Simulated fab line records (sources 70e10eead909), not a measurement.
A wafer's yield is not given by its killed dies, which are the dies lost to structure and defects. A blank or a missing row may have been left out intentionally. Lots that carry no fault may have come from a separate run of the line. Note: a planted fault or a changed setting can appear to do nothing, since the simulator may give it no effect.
fab line records + flow nand_harc
record:
- lots: 13
- wafers: 39
- last_day: 24
route steps=1159 shown A_SLIT@796 A_WL_FILL@815 END@1159
lots with no fault: from the same line, run without faults
start_h: start of the lot's first displayed wafer, in hours after the record's first day + wait_h: hours from the lot's prior step to this one + " same as the row above + L1.1+2: a single row standing in for several wafers + - no value, or no start given + * or withheld: withheld + < > ~ a bound
route shown NAME@n: a module of which the file shows steps, and the number in the route of the first + usual: the fault-free wafers' mean and standard deviation + same: alike in all rows + chamber/n: place in a boat + sites: readings site by site + _std_site: how widely they spread, as a standard deviation + _edge_site: mean of outer sites minus mean of inner sites + radius_mm: for every site, how far away it sits from the centre of the wafer + mask NAME#n: copy n + behind: the most recent tool/chamber to have shaped the wafer + hold: the reason the lot was held/the length of the hold in hours/how it ended + device: whichever transistor did not switch (one of n, p or np) + end of line: at the end of the route, the tests of the same wafers + step lacking rows: just its recipe + killed: the dies lost at the first sort to structure and to defects; this is not the yield of the wafer + map: the dies of a wafer, with x for killed, . for not killed, _ for no die there
set.NAME: the setting that was run; set.NAME@STEP: the one run at that earlier step + model.NAME: the simulator's own value behind a step, which no gauge read
steps of the route over a sample of lots; a table a step, a row a wafer
services: when a tool's chamber went out of use (start_h, in hours from the record's first day, below 0 if earlier), for how many hours, and the reason
== steps ==
step: NHARC_A_SLIT_ETCH_17
recipe:
- bias_v: 900
- source_w: withheld
- pressure_mtorr: 20
- ar_flow_sccm: 375
- c4f8_flow_sccm: 83.3
- o2_flow_sccm: 41.7
- time_s: 1687.5
- target_depth_a: 1.01e+05
- chemistry: C4F8/O2/Ar
usual:
- drypump_motor_current_A: 6.1/0.4
- showerhead_plenum_p_Torr: 3.69/0.13
- throttle_valve_pct: 32.046/0.0081
| lot.wafer | tool        | chamber | start_h | wait_h | drypump_motor_current_A | rf_hours_counter_h | showerhead_plenum_p_Torr | throttle_valve_pct |
|-----------|-------------|---------|---------|--------|-------------------------|--------------------|--------------------------|--------------------|
| L150.1    | har_etch-01 | 0       | 327.88  | -      | 6.6                     | 4                  | 3.55                     | 32.065             |
| L150.6    | "           | 0       | "       | "      | 6.6                     | -                  | 3.55                     | 32.042             |
| L150.5    | "           | 1       | "       | "      | 6.1                     | -                  | 3.56                     | 32.059             |
| L152.1    | har_etch-01 | 1       | 337.99  | -      | 6.2                     | 10                 | 3.56                     | 32.044             |
| L152.2    | "           | 0       | "       | "      | 6.6                     | 10                 | 3.55                     | 32.047             |
| L152.3    | "           | 1       | "       | "      | 6.1                     | -                  | 3.56                     | 32.056             |
| L151.1    | har_etch-02 | 0       | 339.41  | -      | 5.5                     | 186                | 3.83                     | 32.048             |
| L151.2    | "           | 1       | "       | "      | 6.2                     | 186                | 3.78                     | 32.058             |
| L151.6    | "           | 0       | "       | "      | 5.5                     | -                  | 3.83                     | 32.063             |
| L153.2    | har_etch-01 | 1       | 367.04  | -      | 6.2                     | 19                 | 3.55                     | 32.052             |
| L153.6    | "           | 0       | "       | "      | 6.6                     | -                  | 3.55                     | 32.036             |
| L153.5    | "           | 1       | "       | "      | 6.1                     | -                  | 3.55                     | 32.041             |
| L154.1    | har_etch-02 | 0       | 368.18  | -      | 5.6                     | 193                | 3.83                     | 32.040             |
| L154.5    | "           | 1       | "       | "      | 6.3                     | -                  | 3.78                     | 32.043             |
| L154.6    | "           | 0       | "       | "      | 5.5                     | -                  | 3.83                     | 32.041             |
| L156.4    | har_etch-02 | 0       | 381.00  | -      | 5.6                     | -                  | 3.83                     | 32.036             |
| L156.5    | "           | 0       | "       | "      | 5.6                     | -                  | 3.83                     | 32.064             |
| L156.6    | "           | 1       | "       | "      | 6.3                     | -                  | 3.77                     | 32.031             |
| L157.1    | har_etch-02 | 0       | 386.26  | -      | 5.5                     | 203                | 3.82                     | 32.048             |
| L157.4    | "           | 1       | "       | "      | 6.3                     | -                  | 3.77                     | 32.052             |
| L157.6    | "           | 1       | "       | "      | 6.3                     | -                  | 3.77                     | 32.042             |
| L159.2    | har_etch-01 | 0       | 387.92  | -      | 6.6                     | 32                 | 3.54                     | 32.040             |
| L159.5    | "           | 1       | "       | "      | 6.2                     | -                  | 3.54                     | 32.048             |
| L159.6    | "           | 0       | "       | "      | 6.6                     | -                  | 3.54                     | 32.035             |
| L162.3    | har_etch-01 | 1       | 417.83  | -      | 6.2                     | -                  | 3.54                     | 32.040             |
| L162.4    | "           | 0       | "       | "      | 6.7                     | -                  | 3.53                     | 32.062             |
| L162.6    | "           | 1       | "       | "      | 6.2                     | -                  | 3.54                     | 32.042             |
| L163.1    | har_etch-02 | 0       | 421.91  | -      | 5.5                     | 220                | 3.82                     | 32.035             |
| L163.6    | "           | 0       | "       | "      | 5.5                     | -                  | 3.82                     | 32.045             |
| L163.5    | "           | 1       | "       | "      | 6.2                     | -                  | 3.76                     | 32.040             |
| L168.1    | har_etch-02 | 1       | 434.22  | -      | 6.3                     | 221                | 3.76                     | 32.045             |
| L168.6    | "           | 0       | "       | "      | 5.6                     | -                  | 3.81                     | 32.049             |
| L168.5    | "           | 1       | "       | "      | 6.3                     | -                  | 3.76                     | 32.039             |
| L170.3    | har_etch-01 | 1       | 459.97  | -      | 6.2                     | -                  | 3.53                     | 32.036             |
| L170.6    | "           | 0       | "       | "      | 6.6                     | -                  | 3.52                     | 32.053             |
| L170.5    | "           | 1       | "       | "      | 6.2                     | -                  | 3.53                     | 32.039             |
| L169.4    | har_etch-02 | 0       | 460.78  | -      | 5.5                     | -                  | 3.81                     | 32.044             |
| L169.3    | "           | 1       | "       | "      | 6.3                     | -                  | 3.75                     | 32.057             |
| L169.6    | "           | 0       | "       | "      | 5.5                     | -                  | 3.81                     | 32.040             |
step: NHARC_A_WL_FILL_ETCHBACK_05
recipe:
- target_depth_a: 220
- time_s: 60
- temp_c: 40
- chemistry: Cl2/BCl3
usual:
- drypump_motor_current_A: 5.27/0.17
- oes_product_au: 1.002/0.01
| lot.wafer | tool         | chamber | start_h | wait_h | drypump_motor_current_A | oes_product_au | rf_hours_counter_h |
|-----------|--------------|---------|---------|--------|-------------------------|----------------|--------------------|
| L150.1    | rie_metal-01 | 1       | 346.13  | 0.2    | 5.06                    | 0.998          | 0.4                |
| L150.5    | "            | 0       | "       | "      | 5.20                    | 0.986          | -                  |
| L150.6    | "            | 1       | "       | "      | 5.07                    | 1.001          | -                  |
| L151.1    | rie_metal-02 | 1       | 352.67  | 0.4    | 5.01                    | 0.991          | 4.5                |
| L151.2    | "            | 1       | "       | "      | 5.02                    | 0.985          | -                  |
| L151.6    | "            | 1       | "       | "      | 5.01                    | 1.000          | -                  |
| L152.1    | rie_metal-02 | 1       | 355.47  | 0.4    | 5.04                    | 0.989          | 5.0                |
| L152.2    | "            | 1       | "       | "      | 5.02                    | 0.984          | -                  |
| L152.3    | "            | 1       | "       | "      | 5.02                    | 0.991          | -                  |
| L153.2    | rie_metal-03 | 1       | 381.32  | 0.2    | 5.48                    | 1.009          | 3.2                |
| L153.6    | "            | 1       | "       | "      | 5.48                    | 1.004          | -                  |
| L153.5    | "            | 0       | "       | "      | 5.33                    | 1.011          | -                  |
| L154.1    | rie_metal-01 | 1       | 387.09  | 0.2    | 5.09                    | 0.998          | 1.7                |
| L154.5    | "            | 1       | "       | "      | 5.08                    | 1.002          | -                  |
| L154.6    | "            | 0       | "       | "      | 5.18                    | 1.000          | -                  |
| L156.4    | rie_metal-03 | 0       | 395.43  | 0.2    | 5.32                    | 1.013          | -                  |
| L156.6    | "            | 0       | "       | "      | 5.33                    | 1.010          | -                  |
| L156.5    | "            | 1       | "       | "      | 5.48                    | 1.018          | -                  |
| L157.1    | rie_metal-01 | 1       | 401.88  | 0.2    | 5.07                    | 0.997          | 2.1                |
| L157.4    | "            | 0       | "       | "      | 5.23                    | 0.996          | -                  |
| L157.6    | "            | 0       | "       | "      | 5.22                    | 0.999          | -                  |
| L159.2    | rie_metal-03 | 0       | 404.69  | 0.2    | 5.35                    | 1.030          | 3.6                |
| L159.6    | "            | 0       | "       | "      | 5.32                    | 1.012          | -                  |
| L159.5    | "            | 1       | "       | "      | 5.48                    | 1.017          | -                  |
| L162.4    | rie_metal-01 | 0       | 432.16  | 0.1    | 5.21                    | 1.011          | -                  |
| L162.3    | "            | 1       | "       | "      | 5.06                    | 1.003          | -                  |
| L162.6    | "            | 0       | "       | "      | 5.28                    | 1.014          | -                  |
| L163.1    | rie_metal-01 | 0       | 435.51  | 0.2    | 5.23                    | 0.996          | 3.1                |
| L163.6    | "            | 1       | "       | "      | 5.11                    | 0.997          | -                  |
| L163.5    | "            | 0       | "       | "      | 5.24                    | 1.005          | -                  |
| L168.1    | rie_metal-03 | 1       | 451.81  | 0.3    | 5.49                    | 1.006          | 5.8                |
| L168.6    | "            | 0       | "       | "      | 5.33                    | 1.004          | -                  |
| L168.5    | "            | 1       | "       | "      | 5.50                    | 1.011          | -                  |
| L170.3    | rie_metal-01 | 0       | 474.38  | 0.2    | 5.24                    | 1.002          | -                  |
| L170.5    | "            | 0       | "       | "      | 5.22                    | 0.999          | -                  |
| L170.6    | "            | 1       | "       | "      | 5.06                    | 0.998          | -                  |
| L169.3    | rie_metal-02 | 1       | 478.02  | 0.2    | 5.01                    | 0.992          | -                  |
| L169.4    | "            | 0       | "       | "      | 5.42                    | 0.988          | -                  |
| L169.6    | "            | 0       | "       | "      | 5.42                    | 0.985          | -                  |
step: NHARC_A_WL_FILL_ALD_10
recipe:
- target_thk_a: 500
- pulse_time_s: 10
- ald_cycles: 500
- temp_c: 300
- material: SiO2
usual:
- ald_cycles: 500/0
- heater_power_outer_w: 261/32
- heater_power_w: 464/68
- precursor_pulse_height_rel: 0.998/0.02
| lot.wafer | tool      | chamber | start_h | wait_h | ald_cycles | heater_power_outer_w | heater_power_w | precursor_pulse_height_rel |
|-----------|-----------|---------|---------|--------|------------|----------------------|----------------|----------------------------|
| L150.1    | ald_hk-01 | 3       | 352.92  | 1.1    | 500        | 247                  | 439            | 1.010                      |
| L150.5    | "         | 1       | 353.97  | 2.2    | 500        | 267                  | 489            | 0.977                      |
| L150.6    | "         | 2       | "       | "      | 500        | 252                  | 459            | 0.976                      |
| L152.1    | ald_hk-03 | 2       | 358.14  | 0.1    | 500        | 266                  | 444            | 1.000                      |
| L152.2    | "         | 3       | "       | "      | 500        | 199                  | 369            | 1.005                      |
| L152.3    | "         | 1       | 359.67  | 1.6    | 500        | 248                  | 451            | 1.008                      |
| L151.1    | ald_hk-01 | 0       | 358.14  | 0.1    | 500        | 329                  | 666            | 1.036                      |
| L151.2    | "         | 2       | 359.17  | 1.1    | 500        | 257                  | 460            | 1.002                      |
| L151.6    | "         | 0       | 360.19  | 2.1    | 500        | 332                  | 652            | 0.973                      |
| L153.2    | ald_hk-04 | 0       | 386.71  | 0.1    | 500        | 279                  | 494            | 1.019                      |
| L153.5    | "         | 0       | 388.73  | 2.1    | 500        | 282                  | 488            | 0.998                      |
| L153.6    | "         | 1       | "       | "      | 500        | 300                  | 473            | 1.007                      |
| L154.1    | ald_hk-01 | 0       | 389.58  | 0.1    | 500        | 337                  | 640            | 0.994                      |
| L154.5    | "         | 0       | 393.73  | 4.2    | 500        | 325                  | 668            | 0.977                      |
| L154.6    | "         | 1       | 394.77  | 5.2    | 500        | 268                  | 499            | 0.993                      |
| L156.4    | ald_hk-01 | 2       | 400.91  | 0.1    | 500        | 262                  | 472            | 1.034                      |
| L156.5    | "         | 2       | 402.96  | 2.1    | 500        | 259                  | 481            | 0.995                      |
| L156.6    | "         | 3       | "       | "      | 500        | 250                  | 441            | 1.010                      |
| L157.4    | ald_hk-04 | 1       | 408.92  | 0.1    | -          | -                    | -              | -                          |
| L157.1    | "         | 3       | 409.97  | 1.1    | -          | -                    | -              | -                          |
| L157.6    | "         | 2       | 411.54  | 2.7    | -          | -                    | -              | -                          |
| L159.2    | ald_hk-01 | 0       | 410.45  | 1.6    | -          | -                    | -              | -                          |
| L159.5    | "         | 1       | "       | "      | -          | -                    | -              | -                          |
| L159.6    | "         | 2       | "       | "      | -          | -                    | -              | -                          |
| L162.4    | ald_hk-04 | 3       | 437.53  | 0.1    | 500        | 231                  | 391            | 0.981                      |
| L162.3    | "         | 1       | 438.55  | 1.1    | 500        | 296                  | 473            | 1.002                      |
| L162.6    | "         | 3       | 439.58  | 2.1    | 500        | 238                  | 392            | 1.006                      |
| L163.1    | ald_hk-04 | 1       | 441.81  | 1.1    | 500        | 291                  | 476            | 1.041                      |
| L163.6    | "         | 3       | 442.85  | 2.1    | 500        | 232                  | 390            | 0.995                      |
| L163.5    | "         | 0       | "       | "      | 500        | 283                  | 496            | 1.005                      |
| L168.1    | ald_hk-04 | 3       | 455.79  | 1.3    | 500        | 235                  | 393            | 0.998                      |
| L168.6    | "         | 3       | 457.84  | 3.3    | 500        | 228                  | 380            | 0.984                      |
| L168.5    | "         | 0       | "       | "      | 500        | 283                  | 496            | 1.024                      |
| L169.3    | ald_hk-01 | 1       | 483.37  | 1.2    | 500        | 267                  | 465            | 0.990                      |
| L169.4    | "         | 2       | "       | "      | 500        | 256                  | 456            | 0.976                      |
| L169.6    | "         | 0       | 484.90  | 2.7    | 500        | 333                  | 643            | 1.009                      |
| L170.3    | ald_hk-03 | 3       | 483.81  | 1.6    | 500        | 198                  | 363            | 1.008                      |
| L170.6    | "         | 0       | "       | "      | 500        | 281                  | 477            | 1.017                      |
| L170.5    | "         | 1       | "       | "      | 500        | 250                  | 460            | 0.995                      |
step: NHARC_A_WL_FILL_CMP_12
recipe:
- t_overpolish_s: 30
- target_thk_nm: 75
usual:
- motor_current_A: 11.9/1.1
- overpolish_run_s: 30.000/0.0095
- time_to_endpoint_s: 15.1/2.1
same:
- t_overpolish_s: 30
| lot.wafer | tool   | chamber | start_h | wait_h | motor_current_A | overpolish_run_s | time_to_endpoint_s |
|-----------|--------|---------|---------|--------|-----------------|------------------|--------------------|
| L150.1    | cmp-04 | 3       | 368.62  | 4.4    | 11.2            | 29.982           | 18.1               |
| L150.6    | "      | 0       | "       | "      | 10.2            | 30.012           | 15.2               |
| L150.5    | "      | 1       | "       | "      | 10.7            | 29.992           | 15.0               |
| L152.1    | cmp-03 | 3       | 373.67  | 4.3    | 11.7            | 30.000           | 16.3               |
| L152.3    | "      | 0       | "       | "      | 14.6            | 30.003           | 18.8               |
| L152.2    | "      | 1       | "       | "      | 12.7            | 30.001           | 14.3               |
| L151.2    | cmp-02 | 0       | 373.75  | 3.7    | 12.2            | 29.984           | 15.3               |
| L151.1    | "      | 2       | "       | "      | 12.4            | 30.008           | 14.6               |
| L151.6    | "      | 0       | "       | "      | 12.0            | 29.992           | 17.1               |
| L153.2    | cmp-02 | 1       | 402.03  | 3.6    | 11.6            | 29.988           | 9.2                |
| L153.5    | "      | 0       | "       | "      | 11.9            | 29.987           | 11.3               |
| L153.6    | "      | 1       | "       | "      | 11.4            | 29.988           | 10.4               |
| L154.1    | cmp-02 | 1       | 412.73  | 3.7    | 11.5            | 30.008           | 12.9               |
| L154.5    | "      | 2       | "       | "      | 12.5            | 30.009           | 15.9               |
| L154.6    | "      | 3       | "       | "      | 10.4            | 29.985           | 15.8               |
| L156.4    | cmp-02 | 3       | 416.75  | 2.9    | 10.6            | 30.011           | 16.0               |
| L156.6    | "      | 3       | "       | "      | 11.3            | 29.991           | 14.4               |
| L156.5    | "      | 0       | "       | "      | 12.1            | 30.005           | 15.6               |
| L159.2    | cmp-04 | 2       | 424.60  | 3.6    | 11.3            | 30.011           | 17.0               |
| L159.6    | "      | 0       | "       | "      | 9.5             | 30.006           | 15.1               |
| L159.5    | "      | 1       | "       | "      | 11.1            | 30.013           | 16.1               |
| L157.4    | cmp-03 | 1       | 424.67  | 2.2    | 12.8            | 29.980           | 13.0               |
| L157.1    | "      | 2       | "       | "      | 13.1            | 30.000           | 14.4               |
| L157.6    | "      | 0       | "       | "      | 14.0            | 29.986           | 13.5               |
| L162.4    | cmp-02 | 0       | 454.52  | 2.2    | 12.7            | 30.013           | 18.5               |
| L162.3    | "      | 2       | "       | "      | 12.5            | 30.010           | 18.6               |
| L162.6    | "      | 0       | "       | "      | 11.7            | 29.998           | 18.0               |
| L163.1    | cmp-04 | 3       | 460.53  | 3.7    | 11.1            | 29.996           | 13.1               |
| L163.5    | "      | 3       | "       | "      | 11.5            | 29.999           | 14.9               |
| L163.6    | "      | 0       | "       | "      | 9.7             | 29.988           | 14.9               |
| L168.1    | cmp-02 | 0       | 470.35  | 3.6    | 12.2            | 30.006           | 15.4               |
| L168.5    | "      | 0       | "       | "      | 12.6            | 30.005           | 19.9               |
| L168.6    | "      | 1       | "       | "      | 11.4            | 29.997           | 15.0               |
| L170.3    | cmp-02 | 3       | 498.12  | 2.2    | 11.7            | 30.005           | 16.1               |
| L170.6    | "      | 2       | "       | "      | 12.2            | 29.994           | 16.8               |
| L170.5    | "      | 3       | "       | "      | 10.6            | 30.001           | 18.5               |
| L169.3    | cmp-02 | 0       | 498.77  | 2.3    | 12.4            | 29.991           | 13.0               |
| L169.4    | "      | 1       | "       | "      | 11.8            | 29.995           | 13.4               |
| L169.6    | "      | 3       | "       | "      | 11.1            | 29.993           | 13.3               |
step: NHARC_END_SORT_01
recipe:
- temp_c: 25
usual:
- killed_at_array: 31/12
- killed_at_other: 0.6/0.85
- killed_at_periphery: 3.0/2.3
- killed_dies: 35/12
- killed_open: 3.2/1.9
- killed_short: 1.8/1.4
same:
- gross_dies: 677
| lot.wafer | tool      | chamber | start_h | wait_h | killed_at_array | killed_at_other | killed_at_periphery | killed_dies | killed_open | killed_short |
|-----------|-----------|---------|---------|--------|-----------------|-----------------|---------------------|-------------|-------------|--------------|
| L157.1    | prober-01 | 0       | 508.69  | 2.5    | 675             | 1               | 1                   | 677         | 4           | 2            |
| L157.4    | prober-01 | 0       | 511.11  | 3.4    | 673             | 2               | 2                   | 677         | 3           | 1            |
| L157.6    | prober-01 | 0       | 512.73  | 4.0    | 676             | 1               | 0                   | 677         | 1           | 0            |
| L159.2    | prober-02 | 0       | 509.53  | 2.8    | 671             | 2               | 4                   | 677         | 9           | 1            |
| L159.5    | prober-02 | 0       | 511.87  | 3.6    | 676             | 0               | 1                   | 677         | 0           | 1            |
| L159.6    | prober-02 | 0       | 512.65  | 3.9    | 673             | 0               | 4                   | 677         | 3           | 2            |
| L170.3    | prober-02 | 0       | 575.62  | 3.1    | 26              | 0               | 2                   | 28          | 5           | 0            |
| L170.5    | prober-02 | 0       | 577.22  | 3.7    | 22              | 0               | 0                   | 22          | 1           | 2            |
| L170.6    | prober-02 | 0       | 578.02  | 4.0    | 20              | 2               | 3                   | 25          | 7           | 2            |
| L169.3    | prober-01 | 0       | 583.70  | 3.1    | 41              | 3               | 4                   | 48          | 4           | 1            |
killed by level:class
L157.1 A_WL_FILL:area_ald=630 A_SLIT:chamber_film_flake=17 A_CHANNEL_HOLE_D1:chamber_film_flake=14 A_STAIRCASE:chamber_film_flake=6 A_CONTACT:geometric_particle:open=2 A_CONTACT:chamber_film_flake=2 P_CONTACT:geometric_particle:open=1 A_ONON_D1:geometric_particle:open=1
L159.2 A_WL_FILL:area_ald=651 A_CHANNEL_HOLE_D1:chamber_film_flake=7 A_CONTACT:chamber_film_flake=6 P_CONTACT:geometric_particle:open=2 A_CONTACT:geometric_particle:open=2 A_STAIRCASE:chamber_film_flake=2 P_CONTACT:geometric_particle:short=1 P_M1:geometric_particle:open=1
L157.4 A_WL_FILL:area_ald=640 A_CHANNEL_HOLE_D1:chamber_film_flake=14 A_SLIT:chamber_film_flake=11 A_STAIRCASE:chamber_film_flake=3 A_ONON_D1:geometric_particle:open=2 A_WL_FILL:chamber_film_flake=2 THIN_TSV:chamber_film_flake=2 P_M0:geometric_particle:short=1
L159.5 A_WL_FILL:area_ald=660 A_CONTACT:chamber_film_flake=12 A_STAIRCASE:chamber_film_flake=2 A_WL_FILL:geometric_particle:short=1 P_STI:chamber_film_flake=1 A_CHANNEL_HOLE_D1:chamber_film_flake=1
L159.6 A_WL_FILL:area_ald=658 A_CONTACT:chamber_film_flake=5 A_STAIRCASE:chamber_film_flake=4 A_CONTACT:geometric_particle:open=2 A_CHANNEL_HOLE_D1:chamber_film_flake=2 P_M0:geometric_particle:open=1 P_M2:geometric_particle:short=1 A_BLC:geometric_particle:short=1
L157.6 A_WL_FILL:area_ald=645 A_SLIT:chamber_film_flake=13 A_CHANNEL_HOLE_D1:chamber_film_flake=12 A_WL_FILL:chamber_film_flake=3 A_CONTACT:chamber_film_flake=2 A_ONON_D1:geometric_particle:open=1 THIN_TSV:chamber_film_flake=1
L170.3 A_CHANNEL_HOLE_D1:chamber_film_flake=12 A_CONTACT:chamber_film_flake=5 A_ZERO_WELL:chamber_film_flake=3 P_M0:geometric_particle:open=1 A_CHANNEL_FILL_D1:geometric_particle:open=1 A_CONTACT:geometric_particle:open=1 A_BLC:geometric_particle:open=1 A_M1:geometric_particle:open=1
L170.5 A_CHANNEL_HOLE_D1:chamber_film_flake=13 A_CONTACT:chamber_film_flake=4 A_ONON_D1:geometric_particle:short=2 A_WL_FILL:chamber_film_flake=2 A_ONON_D1:geometric_particle:open=1
L170.6 A_CHANNEL_HOLE_D1:chamber_film_flake=10 A_CONTACT:geometric_particle:open=3 P_GATE:chamber_film_flake=2 THIN_TSV:chamber_film_flake=2 P_M0:geometric_particle:open=1 A_CHANNEL_FILL_D1:geometric_particle:short=1 A_CHANNEL_FILL_D1:geometric_particle:open=1 A_SGD_CUT:geometric_particle:open=1
L169.3 A_SLIT:chamber_film_flake=22 A_CHANNEL_HOLE_D1:chamber_film_flake=5 A_M1:chamber_film_flake=5 A_CONTACT:chamber_film_flake=3 P_GATE:chamber_film_flake=2 A_STAIRCASE:chamber_film_flake=2 THIN_TSV:chamber_film_flake=2 A_ONON_D1:geometric_particle:open=1
== services ==
| tool         | chamber | start_h | hours | kind   |
|--------------|---------|---------|-------|--------|
| har_etch-01  | -       | 305.00  | 17.0  | pm     |
| cmp-02       | -       | 308.50  | 0.4   | repair |
| rie_metal-01 | -       | 317.57  | 0.9   | repair |
| cmp-02       | -       | 324.50  | 4.0   | pm     |
| cmp-02       | -       | 331.07  | 0.3   | repair |
| rie_metal-01 | -       | 332.00  | 9.0   | pm     |
| ald_hk-04    | -       | 333.04  | 0.5   | repair |
| rie_metal-03 | 0       | 343.09  | 2.8   | repair |
| cmp-02       | -       | 343.38  | 1.2   | repair |
| rie_metal-02 | 0       | 347.29  | 8.6   | repair |
| cmp-02       | -       | 352.00  | 2.3   | repair |
| cmp-04       | -       | 364.74  | 0.4   | repair |
| ald_hk-04    | -       | 369.42  | 10.0  | pm     |
| rie_metal-02 | -       | 388.00  | 9.0   | pm     |
| cmp-04       | -       | 399.13  | 4.0   | pm     |
| cmp-02       | -       | 422.50  | 4.0   | pm     |
| rie_metal-02 | 1       | 430.40  | 27.4  | repair |
| cmp-02       | -       | 431.99  | 0.2   | repair |
| cmp-04       | -       | 446.39  | 1.4   | repair |
| rie_metal-03 | -       | 453.00  | 9.0   | pm     |
| cmp-02       | -       | 461.72  | 0.9   | repair |
| rie_metal-01 | -       | 486.95  | 1.1   | repair |
| cmp-04       | -       | 488.82  | 4.6   | repair |
| cmp-04       | -       | 497.25  | 4.0   | pm     |
== key ==
first_sign:
- step: NHARC_A_WL_FILL_ALD_10
- reading: tool_record
- direction: missing
effect:
- step: NHARC_END_SORT_01
- reading: killed_dies
- direction: up
- sigmas: 56
- usual: 35
- struck: 677
more_kills_born_at:
- NHARC_A_WL_FILL_ALD_10@ald_hk-01: 1969
- NHARC_A_WL_FILL_ALD_10@ald_hk-04: 1915
met_at NHARC_A_WL_FILL_ALD_10
struck_lots L157,L159
later_rows_left_out L157.1,L157.4,L157.6,L159.2,L159.5,L159.6
tester_left_out L157,L159
not_acting_at NHARC_A_SLIT_ETCH_17,NHARC_A_WL_FILL_ETCHBACK_05,NHARC_A_WL_FILL_CMP_12
onset_between 400.91 408.92
fault:
- kind: skipped_step_whole
- tool: ald_hk-01,ald_hk-04
- chamber: -
- onset_h: 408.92
- steps: NHARC_A_WL_FILL_ALD_10
- scope: struck_lots_only
tester_left_out: of these lots the tester's yield and bins aren't shown, on N5 and GAA mostly nor the transistor test; their killed dies are dies lost to structure and defects alone, not to doping, threshold or leakage, so they don't give the yield
later_rows_left_out: the simulator's readings of these wafers behind a module that went badly wrong aren't trusted and aren't shown, but for the sort
